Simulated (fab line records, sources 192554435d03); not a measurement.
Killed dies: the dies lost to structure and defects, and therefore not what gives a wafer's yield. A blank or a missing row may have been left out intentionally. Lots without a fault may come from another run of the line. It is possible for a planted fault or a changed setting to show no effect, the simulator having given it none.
fab line records	flow n5-finfet
[record] lots = 8	wafers = 24	last-day = 17
route steps=1938 shown STI_FIN_REVEAL@208 DUMMY_GATE@221 SPACER0@261 SD_EPI_N@272 BEOL_M4@1111 PASSIVATION@1936
lots that met no fault: from a run of the same line without faults
start-h: start of the lot's first displayed wafer, in hours after the record's first day	wait-h: how many hours have passed since the lot's step before this one	" unchanged from the row above	L1.1+2: a single row standing in for several wafers	- no value, or no start was given	* or withheld: withheld	< > ~ a bound
route shown NAME@n: a module of which the file shows steps, and the number in the route of the first	usual: average and standard deviation across the fault-free wafers	same: alike in all rows	chamber/n: place in a boat	sites: the reading at each site	_std_site: standard deviation across them	_edge_site: inner sites' mean taken away from outer sites' mean	radius-mm: how far each site lies from the wafer's centre	mask NAME#n: copy n	behind: the tool/chamber that last shaped the wafer	hold: reason for holding the lot/hours on hold/outcome of the hold	device: names the non-switching transistor (n, p or np)	end of line: the same wafers' tests at the end of the route	a step with no rows: only its recipe	killed: not the wafer's yield, but the dies lost to structure and defects at the first sort	map: the dies of a wafer, with x for killed, . for not killed, _ for no die there
set.NAME: the setting that was run; set.NAME@STEP: the one run at that earlier step	model.NAME: the simulator's own value behind a step, which no gauge read
the route's steps for a sample of lots (tables are steps, rows are wafers)
services: when a tool's chamber went out of use (start-h, in hours from the record's first day, below 0 if earlier), for how many hours, and the reason
[[steps]]
[step N5_STI_FIN_REVEAL_FIN_H_MEAS_10]
[usual] trench-depth-nm = 52.0/0.78
lot.wafer	tool	chamber	start-h	wait-h	trench-depth-nm
L348.1	ocd-02	-	44.86	0.0	51.3
L348.3	"	-	"	"	51.6
L348.5	"	-	"	"	51.4
L349.1	ocd-01	-	48.85	0.0	53.3
L349.4	"	-	"	"	52.7
L349.6	"	-	"	"	53.0
L351.1	ocd-01	-	60.90	0.0	50.4
L351.2	"	-	"	"	50.2
L351.4	"	-	"	"	50.4
L352.1	ocd-02	-	65.59	0.0	51.3
L352.2	"	-	"	"	52.9
L352.5	"	-	"	"	52.9
L357.2	ocd-01	-	97.73	0.0	52.2
L357.5	"	-	"	"	52.3
L357.6	"	-	"	"	53.0
L368.1	ocd-01	-	162.73	0.0	53.7
L368.4	"	-	"	"	52.7
L368.5	"	-	"	"	52.6
L369.1	ocd-01	-	169.45	0.0	52.3
L369.2	"	-	"	"	53.1
L369.6	"	-	"	"	52.1
L370.1	ocd-01	-	174.54	0.0	51.7
L370.3	"	-	"	"	51.5
L370.5	"	-	"	"	51.3
[step N5_DUMMY_GATE_PECVD_30]
[recipe] material = SiO2	target-thk-a = 550	temp-c = 400	precursor = TEOS/O2	pressure-torr = 6.5	rf-w = withheld	teos-flow-sccm = withheld	gas = O2	flow-sccm = 2650	time-s = 10.8
lot.wafer	tool	chamber	start-h	wait-h
L348.1+3+5	pecvd-01	0,1,1	53.13	0.0
L349.1+4+6	pecvd-02	2,0,1	57.10	0.0
L351.1+2+4	pecvd-04	2,1,1	69.72	0.0
L352.1+2+5	pecvd-04	1,2,2	73.87	0.0
L357.2+5+6	pecvd-02	0,2,0	107.84	0.0
L368.1+4+5	pecvd-04	0,1,0	171.03	0.0
L369.1+2+6	pecvd-04	0,2,0	178.01	0.0
L370.1+3+5	pecvd-02	2,0,0	182.79	0.0
[step N5_DUMMY_GATE_INSPECT_17]
[recipe] mode = adi	inspect-instrument = brightfield
[usual] raw-defect-count = 193/48
lot.wafer	tool	chamber	start-h	wait-h	raw-defect-count
L348.1	defect-inspect-02	-	53.67	0.1	163
L348.3	"	-	"	"	253
L348.5	"	-	"	"	177
L349.1	defect-inspect-02	-	57.52	0.1	236
L349.4	"	-	"	"	146
L349.6	"	-	"	"	159
L351.1	defect-inspect-01	-	70.16	0.1	218
L351.2	"	-	"	"	216
L351.4	"	-	"	"	172
L352.1	defect-inspect-01	-	74.29	0.1	247
L352.2	"	-	"	"	140
L352.5	"	-	"	"	235
L357.2	defect-inspect-02	-	108.26	0.0	266
L357.5	"	-	"	"	235
L357.6	"	-	"	"	274
L368.1	defect-inspect-01	-	171.58	0.1	1115
L368.4	"	-	"	"	1188
L368.5	"	-	"	"	1152
L369.1	defect-inspect-02	-	178.55	0.1	1252
L369.2	"	-	"	"	1206
L369.6	"	-	"	"	1288
L370.1	defect-inspect-01	-	183.22	0.1	115
L370.3	"	-	"	"	194
L370.5	"	-	"	"	270
[step N5_DUMMY_GATE_DESCUM_20]
[recipe] chemistry = O2	time-s = 6.2	source-power-w = 50	bias-power-w = 20	pressure-mtorr = 20	rf-frequency-hz = 2.712e+07	temp-c = 40	resist = CAR-EUV	o2-flow-sccm = 225
[usual] drypump-motor-current-A = 5.8/0.43	oes-product-au = 0.76/0.058	rf-vpp-V = 243.1/1.3	showerhead-plenum-p-Torr = 2.09/0.061	throttle-valve-pct = 20.45/0.15
lot.wafer	tool	chamber	start-h	wait-h	drypump-motor-current-A	oes-product-au	rf-hours-counter-h	rf-vpp-V	showerhead-plenum-p-Torr	throttle-valve-pct
L348.1	rie-diel-02	1	53.71	0.0	6.0	0.83	73	243.2	2.04	20.75
L348.3	"	2	"	"	6.3	0.76	134	243.6	2.19	20.55
L348.5	"	1	"	"	6.0	0.84	-	239.7	2.04	20.75
L349.1	rie-diel-02	0	57.56	0.0	5.8	0.77	168	243.7	2.09	20.56
L349.4	"	2	"	"	6.3	0.76	136	244.5	2.19	20.57
L349.6	"	0	"	"	5.8	0.76	-	243.9	2.09	20.57
L351.1	rie-diel-04	2	70.20	0.0	6.2	0.77	125	242.1	2.10	20.58
L351.2	"	0	"	"	5.3	0.75	156	241.9	1.99	20.40
L351.4	"	0	"	"	5.2	0.75	-	241.4	1.99	20.37
L352.1	rie-diel-04	3	74.32	0.0	5.3	0.70	216	243.1	2.09	20.28
L352.2	"	2	"	"	6.2	0.76	127	241.5	2.10	20.60
L352.5	"	2	"	"	6.2	0.78	-	243.5	2.10	20.59
L357.2	rie-diel-05	2	108.56	0.3	5.3	0.73	167	244.7	2.18	20.28
L357.5	"	0	"	"	6.1	0.86	-	244.4	2.13	20.51
L357.6	"	1	"	"	6.3	0.69	-	241.7	2.17	20.44
L368.1	rie-diel-02	2	171.70	0.1	6.3	0.74	168	245.2	2.18	20.61
L368.4	"	3	"	"	5.9	0.73	221	242.5	2.06	20.18
L368.5	"	3	"	"	5.8	0.72	-	241.9	2.06	20.18
L369.1	rie-diel-05	0	178.59	0.0	6.1	0.84	65	243.8	2.12	20.57
L369.2	"	1	"	"	6.3	0.69	225	245.0	2.17	20.45
L369.6	"	2	"	"	5.3	0.72	-	244.1	2.17	20.32
L370.1	rie-diel-04	1	183.25	0.0	5.2	0.88	39	244.0	2.13	20.43
L370.3	"	3	"	"	5.3	0.68	249	242.8	2.08	20.31
L370.5	"	0	"	"	5.2	0.72	-	242.0	1.98	20.43
[step N5_DUMMY_GATE_ETCH_29]
[recipe] chemistry = N2/H2	target = underlayer	target-depth-a = 130	ion-energy-ev = 200	pressure-mtorr = 30	source-w = 840	bias-w = 150	n2-flow-sccm = 200	h2-flow-sccm = 200
[usual] drypump-motor-current-A = 5.8/0.43	h2-flow-sccm = 200.0/0.63	oes-product-au = 0.76/0.057	rf-vpp-V = 523.9/2.1	showerhead-plenum-p-Torr = 2.54/0.076	throttle-valve-pct = 17.86/0.17
lot.wafer	tool	chamber	start-h	wait-h	drypump-motor-current-A	h2-flow-sccm	oes-product-au	rf-hours-counter-h	rf-vpp-V	showerhead-plenum-p-Torr	throttle-valve-pct
L348.1	rie-diel-02	1	53.77	0.0	6.0	200.2	0.81	73	521.1	2.47	18.21
L348.3	"	2	"	"	6.3	200.1	0.77	134	527.7	2.65	17.96
L348.5	"	1	"	"	6.0	200.2	0.82	-	522.9	2.47	18.20
L349.1	rie-diel-02	0	57.62	0.0	5.8	200.2	0.75	168	523.7	2.53	18.01
L349.4	"	2	"	"	6.3	199.3	0.76	136	527.3	2.65	17.94
L349.6	"	0	"	"	5.8	200.4	0.77	-	522.2	2.53	18.00
L351.1	rie-diel-04	2	70.26	0.0	6.2	199.3	0.77	125	523.9	2.54	17.97
L351.2	"	0	"	"	5.2	199.4	0.75	156	521.4	2.44	17.88
L351.4	"	0	"	"	5.2	199.7	0.74	-	522.6	2.44	17.89
L352.1	rie-diel-04	3	74.39	0.0	5.3	199.5	0.72	216	523.2	2.51	17.56
L352.2	"	2	"	"	6.2	199.6	0.77	127	522.8	2.54	17.96
L352.5	"	2	"	"	6.2	198.5	0.76	-	523.3	2.54	17.98
L357.2	rie-diel-05	2	108.62	0.0	5.3	199.9	0.73	167	526.3	2.66	17.80
L357.5	"	0	"	"	6.1	200.3	0.87	-	524.7	2.58	17.92
L357.6	"	1	"	"	6.3	200.2	0.68	-	524.9	2.63	17.90
L368.1	rie-diel-02	2	171.76	0.0	6.3	199.2	0.73	168	528.5	2.64	18.01
L368.4	"	3	"	"	5.9	199.7	0.71	221	522.2	2.51	17.82
L368.5	"	3	"	"	5.8	199.7	0.71	-	523.6	2.51	17.81
L369.1	rie-diel-05	0	178.65	0.0	6.1	201.5	0.85	65	524.9	2.57	17.96
L369.2	"	1	"	"	6.3	200.1	0.68	225	524.5	2.62	17.91
L369.6	"	2	"	"	5.3	199.7	0.72	-	527.3	2.65	17.82
L370.1	rie-diel-04	1	183.32	0.0	5.2	200.0	0.86	39	524.4	2.59	17.83
L370.3	"	3	"	"	5.2	200.2	0.69	249	523.2	2.50	17.61
L370.5	"	0	"	"	5.2	199.5	0.71	-	520.1	2.43	17.96
[step N5_DUMMY_GATE_INSPECT_27]
[recipe] inspect-instrument = brightfield	mode = aei
[usual] raw-defect-count = 295/70
lot.wafer	tool	chamber	start-h	wait-h	raw-defect-count
L348.1	defect-inspect-01	-	54.87	0.0	247
L348.3	"	-	"	"	375
L348.5	"	-	"	"	251
L349.1	defect-inspect-02	-	58.90	0.0	332
L349.4	"	-	"	"	217
L349.6	"	-	"	"	246
L351.1	defect-inspect-01	-	71.35	0.0	317
L351.2	"	-	"	"	329
L351.4	"	-	"	"	286
L352.1	defect-inspect-02	-	75.52	0.0	380
L352.2	"	-	"	"	224
L352.5	"	-	"	"	369
L357.2	defect-inspect-01	-	109.80	0.0	363
L357.5	"	-	"	"	329
L357.6	"	-	"	"	401
L368.1	defect-inspect-02	-	172.93	0.0	1213
L368.4	"	-	"	"	1274
L368.5	"	-	"	"	1299
L369.1	defect-inspect-01	-	180.04	0.0	1417
L369.2	"	-	"	"	1306
L369.6	"	-	"	"	1429
L370.1	defect-inspect-01	-	184.49	0.0	164
L370.3	"	-	"	"	331
L370.5	"	-	"	"	408
[step N5_SPACER0_INSPECT_04]
[recipe] inspect-instrument = darkfield	mode = post-dep
[usual] raw-defect-count = 131/30
lot.wafer	tool	chamber	start-h	wait-h	raw-defect-count
L348.1	defect-inspect-02	-	56.36	0.1	119
L348.3	"	-	"	"	134
L348.5	"	-	"	"	135
L349.1	defect-inspect-02	-	59.50	0.1	139
L349.4	"	-	"	"	93
L349.6	"	-	"	"	87
L351.1	defect-inspect-01	-	71.95	0.1	141
L351.2	"	-	"	"	131
L351.4	"	-	"	"	121
L352.1	defect-inspect-02	-	76.12	0.1	139
L352.2	"	-	"	"	79
L352.5	"	-	"	"	133
L357.2	defect-inspect-01	-	111.57	0.1	188
L357.5	"	-	"	"	146
L357.6	"	-	"	"	178
L368.1	defect-inspect-02	-	173.53	0.1	1051
L368.4	"	-	"	"	1116
L368.5	"	-	"	"	1083
L369.1	defect-inspect-02	-	180.99	0.1	1151
L369.2	"	-	"	"	1113
L369.6	"	-	"	"	1188
L370.1	defect-inspect-01	-	189.10	0.1	101
L370.3	"	-	"	"	139
L370.5	"	-	"	"	157
[step N5_SD_EPI_N_INSPECT_11]
[recipe] mode = adi	inspect-instrument = macro
[usual] raw-defect-count = 1.9/1.4
lot.wafer	tool	chamber	start-h	wait-h	raw-defect-count
L348.1	defect-inspect-01	-	58.78	0.0	2
L348.3	"	-	"	"	1
L348.5	"	-	"	"	1
L349.1	defect-inspect-02	-	59.83	0.0	2
L349.4	"	-	"	"	2
L349.6	"	-	"	"	0
L351.1	defect-inspect-01	-	72.28	0.0	1
L351.2	"	-	"	"	4
L351.4	"	-	"	"	2
L352.1	defect-inspect-01	-	76.57	0.0	1
L352.2	"	-	"	"	3
L352.5	"	-	"	"	1
L357.2	defect-inspect-01	-	112.03	0.0	1
L357.5	"	-	"	"	1
L357.6	"	-	"	"	2
L368.1	defect-inspect-02	-	174.00	0.0	>300
L368.4	"	-	"	"	>300
L368.5	"	-	"	"	>300
L369.1	defect-inspect-02	-	181.45	0.0	>300
L369.2	"	-	"	"	>300
L369.6	"	-	"	"	>300
L370.1	defect-inspect-02	-	189.43	0.0	2
L370.3	"	-	"	"	2
L370.5	"	-	"	"	3
[step N5_BEOL_M4_RC_MEAS_101]
[usual] DIBL_N = 36.3/1.7	DIBL_P = 36.5/1.8	IOFF_N = 0.16/0.033	IOFF_P = 0.21/0.037	ION_N = 675/11	ION_P = 462/7.9	SS_N = 71.6/0.64	SS_P = 73.3/0.68	VT_N = 249/3.3	VT_P = -250/3.3
lot.wafer	tool	chamber	start-h	wait-h	DIBL_N[mV/V]	DIBL_P[mV/V]	IOFF_N[nA/um]	IOFF_P[nA/um]	ION_N[uA/um]	ION_P[uA/um]	SS_N[mV/dec]	SS_P[mV/dec]	VT_N[mV]	VT_P[mV]
L349.1	prober-01	0	175.39	0.0	37.0	37.9	0.16	0.23	674	464	71.5	73.7	249	-251
L349.4	"	0	"	"	35.9	36.4	0.14	0.22	669	461	71.1	73.5	251	-250
L349.6	"	0	"	"	36.4	36.4	0.14	0.21	675	471	71.3	73.1	251	-250
L348.1	prober-02	0	179.55	0.0	33.6	34.1	0.14	0.21	673	467	71.1	73.2	248	-248
L348.3	"	0	"	"	36.4	37.0	0.18	0.25	679	468	72.3	73.4	250	-249
L348.5	"	0	"	"	35.8	36.4	0.17	0.24	676	467	71.8	73.1	249	-246
L351.1	prober-01	0	182.71	0.0	36.4	35.8	0.15	0.22	672	463	72.0	72.9	249	-248
L351.2	"	0	"	"	38.2	38.6	0.19	0.26	682	470	71.9	74.6	245	-246
L351.4	"	0	"	"	37.6	37.2	0.16	0.24	671	466	72.3	74.0	250	-245
L352.1	prober-02	0	182.85	0.0	37.3	37.5	0.18	0.23	680	470	71.2	72.8	247	-250
L352.2	"	0	"	"	33.8	33.5	0.12	0.17	677	471	70.7	71.7	255	-253
L352.5	"	0	"	"	35.5	36.1	0.15	0.21	683	476	72.1	72.8	250	-250
L357.2	prober-01	0	223.35	0.2	34.9	35.2	0.15	0.22	679	467	71.0	73.7	249	-250
L357.5	"	0	"	"	35.6	36.8	0.16	0.23	675	467	71.6	74.1	249	-248
L357.6	"	0	"	"	33.3	33.1	0.12	0.19	690	479	70.1	72.8	254	-249
L368.1	prober-02	0	291.64	0.0	40.0	40.9	0.28	0.27	717	475	72.9	74.6	241	-250
L368.4	"	0	"	"	38.2	38.7	0.23	0.24	695	461	73.1	74.5	242	-249
L368.5	"	0	"	"	37.6	37.9	0.21	0.22	687	459	71.7	73.4	245	-251
L370.1	prober-01	0	298.10	0.0	33.2	33.6	0.12	0.16	669	452	71.2	72.4	252	-256
L370.3	"	0	"	"	36.3	37.7	0.18	0.21	678	461	71.9	74.4	248	-250
L370.5	"	0	"	"	36.8	38.6	0.19	0.22	677	458	72.1	74.3	246	-253
L369.1	prober-02	0	298.18	0.0	36.2	35.1	0.14	0.17	662	447	71.2	73.8	253	-251
L369.2	"	0	"	"	37.3	36.3	0.16	0.18	677	458	72.1	73.9	249	-254
L369.6	"	0	"	"	37.5	37.0	0.16	0.20	673	458	71.5	74.2	247	-253
[step N5_PASSIVATION_PROBE_49]
[usual] defect-limited-yield = 91.3/1.5	killed_at_M0_to_M3 = 34/9.4	killed_at_M4_up = 13/5.3	killed-at-contacts = 13/5.7	killed-at-front-end = 40/10	killed-at-other = 3.7/2.8	killed-dies = 103/17	killed-open = 67/13	killed-short = 35/8.5	sort_bin_4_leakage = 0.00/0.016	sort_bin_5_function = 5.0/0.98	sort_bin_6_memory = 3.3/0.7	sort-n-pass = 1077/17	sort-yield-pct = 91.3/1.5
[same] gross-dies = 1180	killed-at-back-side = 0	sort_bin_8_speed[%] = 0
lot.wafer	tool	chamber	start-h	wait-h	defect-limited-yield[%]	killed_at_M0_to_M3	killed_at_M4_up	killed-at-contacts	killed-at-front-end	killed-at-other	killed-dies	killed-open	killed-short	sort_bin_4_leakage[%]	sort_bin_5_function[%]	sort_bin_6_memory[%]	sort-n-pass	sort-yield-pct[%]
L369.1	prober-01	-	392.89	0.0	78.4	27	9	17	197	5	255	82	31	0	13.3	4.3	925	78.4
L369.2	prober-01	-	392.94	0.1	82.8	27	13	11	149	3	203	64	31	0	9.2	4.3	977	82.8
L369.6	prober-01	-	393.14	0.3	81.8	17	2	10	184	2	215	48	26	0	11.3	3.6	965	81.8
L368.1	prober-01	-	397.51	0.0	79.4	48	8	13	173	1	243	64	41	0.17	12.3	4.7	935	79.2
L368.4	prober-01	-	397.66	0.2	84.9	31	9	24	112	2	178	67	33	0	8.9	3.5	1002	84.9
L368.5	prober-01	-	397.71	0.2	80.4	30	10	10	180	1	231	62	36	0	12.8	3.4	949	80.4
// killed by level:class
L369.1 DUMMY_GATE:unspecified=135 MOL_CONTACT_COAG:geometric-particle:open=16 STI_FIN_REVEAL:geometric-particle:open=14 BEOL_M1:geometric-particle:open=12 FIN_SAQP:geometric-particle:open=8 FIN_SAQP:geometric-particle:short=8 HKMG_FIN:area-etch=6 GATE_CUT:geometric-particle:short=5
L369.2 DUMMY_GATE:unspecified=107 FIN_SAQP:geometric-particle:open=12 BEOL_M3:geometric-particle:open=9 MOL_CONTACT_COAG:geometric-particle:open=8 STI_FIN_REVEAL:geometric-particle:open=7 FIN_SAQP:geometric-particle:short=5 BEOL_M0_SAQP:geometric-particle:open=4 BEOL_M1:geometric-particle:open=4
L369.6 DUMMY_GATE:unspecified=141 FIN_SAQP:geometric-particle:open=11 FIN_SAQP:geometric-particle:short=9 MOL_CONTACT_COAG:geometric-particle:open=8 BEOL_M2:geometric-particle:open=6 GATE_CUT:geometric-particle:short=5 BEOL_M3:geometric-particle:open=5 DUMMY_GATE:geometric-particle:open=4
L368.1 DUMMY_GATE:unspecified=138 BEOL_M0_SAQP:geometric-particle:open=19 BEOL_M0_SAQP:geometric-particle:short=15 MOL_CONTACT_COAG:geometric-particle:open=10 FIN_SAQP:geometric-particle:open=9 FIN_SAQP:geometric-particle:short=7 BEOL_M3:geometric-particle:open=7 STI_FIN_REVEAL:geometric-particle:open=5
L368.4 DUMMY_GATE:unspecified=77 MOL_CONTACT_COAG:geometric-particle:open=20 FIN_SAQP:geometric-particle:open=17 BEOL_M0_SAQP:geometric-particle:open=10 FIN_SAQP:geometric-particle:short=7 BEOL_M0_SAQP:geometric-particle:short=7 BEOL_M2:geometric-particle:open=6 MOL_CONTACT_COAG:geometric-particle:short=4
L368.5 DUMMY_GATE:unspecified=133 FIN_SAQP:geometric-particle:open=12 FIN_SAQP:geometric-particle:short=9 BEOL_M0_SAQP:geometric-particle:open=8 BEOL_M3:geometric-particle:open=8 MOL_CONTACT_COAG:geometric-particle:open=7 BEOL_M0_SAQP:geometric-particle:short=5 STI_FIN_REVEAL:geometric-particle:open=4
[[services]]
tool	chamber	start-h	hours	kind
rie-diel-05	0	35.38	14.7	repair
rie-diel-02	-	50.71	2.8	repair
pecvd-01	-	64.75	1.1	repair
pecvd-04	0	69.27	4.5	repair
rie-diel-05	1	75.65	12.2	repair
pecvd-01	-	87.63	2.8	pm
pecvd-01	2	92.25	19.5	repair
rie-diel-04	3	102.34	4.6	repair
pecvd-01	0	103.81	5.3	repair
rie-diel-02	2	104.30	10.3	repair
rie-diel-05	3	106.16	6.8	repair
pecvd-01	2	119.08	2.1	scheduled-down
pecvd-02	-	136.08	14.6	pm
rie-diel-05	1	139.32	17.3	repair
rie-diel-02	3	143.02	4.5	repair
rie-diel-04	0	150.47	3.8	repair
pecvd-02	0	153.68	4.6	repair
rie-diel-02	3	155.23	9.1	repair
pecvd-04	1	163.50	5.5	scheduled-down
rie-diel-04	2	180.80	8.5	repair
[[key]]
[first-sign] step = N5_DUMMY_GATE_INSPECT_17	reading = raw-defect-count	direction = up	sigmas = 21	usual = 193	struck = 1200
[effect] step = N5_DUMMY_GATE_INSPECT_27	reading = raw-defect-count	direction = up	sigmas = 15	usual = 295	struck = 1323
[effect] step = N5_SPACER0_INSPECT_04	reading = raw-defect-count	direction = up	sigmas = 33	usual = 131	struck = 1117
[effect] step = N5_SD_EPI_N_INSPECT_11	reading = raw-defect-count	direction = up	sigmas = 99+	usual = 1.9	struck = >300
[effect] step = N5_PASSIVATION_PROBE_49	reading = killed-at-front-end	direction = up	sigmas = 12	usual = 40	struck = 166
[more-kills-born-at] N5_DUMMY_GATE_PECVD_30@pecvd-04 = 731
met-at N5_DUMMY_GATE_PECVD_30
struck-lots L368,L369
not-acting-at N5_STI_FIN_REVEAL_FIN_H_MEAS_10,N5_DUMMY_GATE_DESCUM_20,N5_DUMMY_GATE_ETCH_29
onset-between 73.87 171.03
[fault] kind = chamber-particle-source	tool = pecvd-04	chamber = -	onset-h = 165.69	steps = N5_DUMMY_GATE_PECVD_30	rate-per-visit-cm2 = 1.4933	end-h = 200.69
